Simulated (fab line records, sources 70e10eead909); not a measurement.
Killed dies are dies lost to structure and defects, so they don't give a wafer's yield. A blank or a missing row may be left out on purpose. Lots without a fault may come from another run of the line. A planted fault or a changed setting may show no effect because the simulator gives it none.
Chamber matching | flow nand_harc | NHARC_A_DECK1_JOINT_CMP_13 on cmp-04: 4 sister chambers
The step polishes, target thk 51.023 nm. 14 wafers are shown with their chamber, then 7 later ones without.

WAFERS WITH THEIR CHAMBER
wafer  | chamber | motor_current_A (A) | time_to_endpoint_s (s) | retaining_ring_pressure_frac
L075.3 | 3       | 11.1                | 10.8                   | 1.005
L075.4 | 1       | 11.9                | 7.5                    | 1.002
L075.6 | 0       | 12.2                | 9.3                    | 1.007
L076.1 | 2       | 13.7                | 11.3                   | 0.999
L076.2 | 1       | 12.2                | 10.0                   | 1.002
L076.5 | 3       | 11.5                | 11.8                   | 1.004
L078.1 | 1       | 11.8                | 9.1                    | 1.003
L078.3 | 3       | 11.7                | 10.7                   | 0.998
L078.6 | 2       | 14.1                | 11.7                   | 0.998
L083.3 | 2       | 14.5                | 9.6                    | 1.002
L083.4 | 1       | 12.5                | 9.1                    | 1.014
L083.6 | 1       | 11.5                | 6.9                    | 1.012
L087.1 | 0       | 12.3                | 11.9                   | 1.000
L087.4 | 1       | 12.2                | 7.0                    | 0.995

SIGNATURES (means of the wafers above)
reading                      | chamber 0 | chamber 1 | chamber 2 | chamber 3 | scatter within a chamber
motor_current_A              | 12.250    | 12.017    | 14.100    | 11.433    | 0.338
time_to_endpoint_s           | 10.600    | 8.267     | 10.867    | 11.100    | 1.23
retaining_ring_pressure_frac | 1.00350   | 1.00467   | 0.99967   | 1.00233   | 0.0056
Rule: a wafer's distance from a chamber is the root of the sum, over the readings, of the square of ((its reading less the chamber's mean) divided by the reading's scatter). The wafer belongs to the nearest chamber; if the next one is less than 2 further off, it can't be placed. The scatter: the root of (the sum of the squares of (reading less its chamber's mean) over the shown wafers, divided by (wafers less chambers)).

WAFERS WITHOUT THEIR CHAMBER
wafer  | motor_current_A (A) | time_to_endpoint_s (s) | retaining_ring_pressure_frac
L087.5 | 12.0                | 9.3                    | 0.994
L088.2 | 11.7                | 10.1                   | 1.002
L088.3 | 12.8                | 9.0                    | 1.006
L088.6 | 11.8                | 12.0                   | 0.984
L090.1 | 12.0                | 10.3                   | 0.996
L090.3 | 12.1                | 11.6                   | 1.000
L090.5 | 11.7                | 11.4                   | 0.997

WHICH CHAMBER EACH WENT THROUGH
wafer  | from the rows above          | in truth
L087.5 | can't be placed: 1 or 0 or 3 | 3
L088.2 | can't be placed: 3 or 0 or 1 | 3
L088.3 | can't be placed: 0 or 1      | 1
L088.6 | can't be placed: 3 or 0 or 1 | 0
L090.1 | can't be placed: 0 or 3 or 1 | 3
L090.3 | can't be placed: 0 or 3 or 1 | 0
L090.5 | can't be placed: 3 or 0 or 1 | 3
Placed correctly: 0 of 7. Can't be placed from these rows: 7 (the true chamber is among the candidates in 7). Placed wrongly: 0.
